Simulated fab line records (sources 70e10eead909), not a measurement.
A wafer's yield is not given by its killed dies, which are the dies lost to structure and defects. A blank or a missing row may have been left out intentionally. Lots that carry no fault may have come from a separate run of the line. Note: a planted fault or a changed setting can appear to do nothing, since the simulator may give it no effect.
Which tool is to blame? :: flow nand harc :: 7 lots with 21 wafers sampled at 3 steps, on a route of 1159 steps

WHAT THE GAUGES SHOWED, per wafer
NHARC_A_ONON_D1_THK_MEAS_14: measures by ellipsometry.
lot: L208
measured: day 8 16:35
on: film metro-01
thk nm (nm): 993 994 995

lot: L210
measured: day 9 04:19
on: film metro-02
thk nm (nm): 1003 1003 1004

lot: L213
measured: day 10 00:28
on: film metro-01
thk nm (nm): 1004 1004 1003

lot: L215
measured: day 10 17:04
on: film metro-01
thk nm (nm): 1004 1002 1002

lot: L218
measured: day 11 05:40
on: film metro-01
thk nm (nm): 1000 1000 1000

lot: L224
measured: day 12 12:37
on: film metro-01
thk nm (nm): 419 419 419

lot: L225
measured: day 12 21:06
on: film metro-01
thk nm (nm): 980 980 980

WHICH TOOL RAN EACH LOT (tool, then ch and the chambers of the sampled wafers, then the start)
lot: L208
NHARC_P_BONDPAD_ACTIVATE_29: rie diel-03 ch 0,1,3, day 7 13:56
NHARC_A_ONON_D1_DEP_12: pecvd onon-02 ch 0, day 8 16:11

lot: L210
NHARC_P_BONDPAD_ACTIVATE_29: rie diel-03 ch 0,1,3, day 8 00:55
NHARC_A_ONON_D1_DEP_12: pecvd onon-02 ch 0, day 9 03:52

lot: L213
NHARC_P_BONDPAD_ACTIVATE_29: rie diel-03 ch 0,2,3, day 8 22:07
NHARC_A_ONON_D1_DEP_12: pecvd onon-01 ch 0, day 10 00:00

lot: L215
NHARC_P_BONDPAD_ACTIVATE_29: rie diel-13 ch 1,2,3, day 9 12:01
NHARC_A_ONON_D1_DEP_12: pecvd onon-01 ch 0, day 10 16:34

lot: L218
NHARC_P_BONDPAD_ACTIVATE_29: rie diel-13 ch 0,1,2, day 9 22:29
NHARC_A_ONON_D1_DEP_12: pecvd onon-02 ch 0, day 11 05:08

lot: L224
NHARC_P_BONDPAD_ACTIVATE_29: rie diel-03 ch 0,1,3, day 11 11:13
NHARC_A_ONON_D1_DEP_12: pecvd onon-04 ch 0, day 12 12:07

lot: L225
NHARC_P_BONDPAD_ACTIVATE_29: rie diel-03 ch 1,2, day 11 19:33
NHARC_A_ONON_D1_DEP_12: pecvd onon-02 ch 0, day 12 20:39
- NHARC_P_BONDPAD_ACTIVATE_29: chemistry N2, time 60 s.
- NHARC_A_ONON_D1_DEP_12: target thk 1000 nm.

THE ANSWER, worked out from the rows above alone
Rule: the lots themselves supply what counts as usual. The widest of any qualifying gaps counts: lots, ordered by their means at a reading, are off when they make up no more than a third of the lots, leave a main group of 4 or more, and stand apart from it by 3 or more times the standard deviation of that group's means. A main group whose means are all the same, to the digits that the tables above print for the reading, isn't used. A lot without any number at a reading at which 4 lots or more have one is off too. Any other lot the step has rows for is counted as sound.
Off at NHARC_A_ONON_D1_THK_MEAS_14 (thk nm): L224. Mean 997 nm and standard deviation 8.4 in the main group.
A tool fits if, at a process step before that reading, it ran every lot that is off, and no sound lot after the first of them. Those tools and the gauges at NHARC_A_ONON_D1_THK_MEAS_14 are tried in the same way. One candidate fits, namely pecvd onon-04 at NHARC_A_ONON_D1_DEP_12. It ran no sound lot before its first lot that is off in this sample, so the start can't be narrowed down.

WHAT THE SIMULATOR HAD PUT IN
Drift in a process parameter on pecvd onon-04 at NHARC_A_ONON_D1_DEP_12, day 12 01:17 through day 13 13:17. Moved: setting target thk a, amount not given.
Lots struck among those shown: L224. Same finding as the rule above.
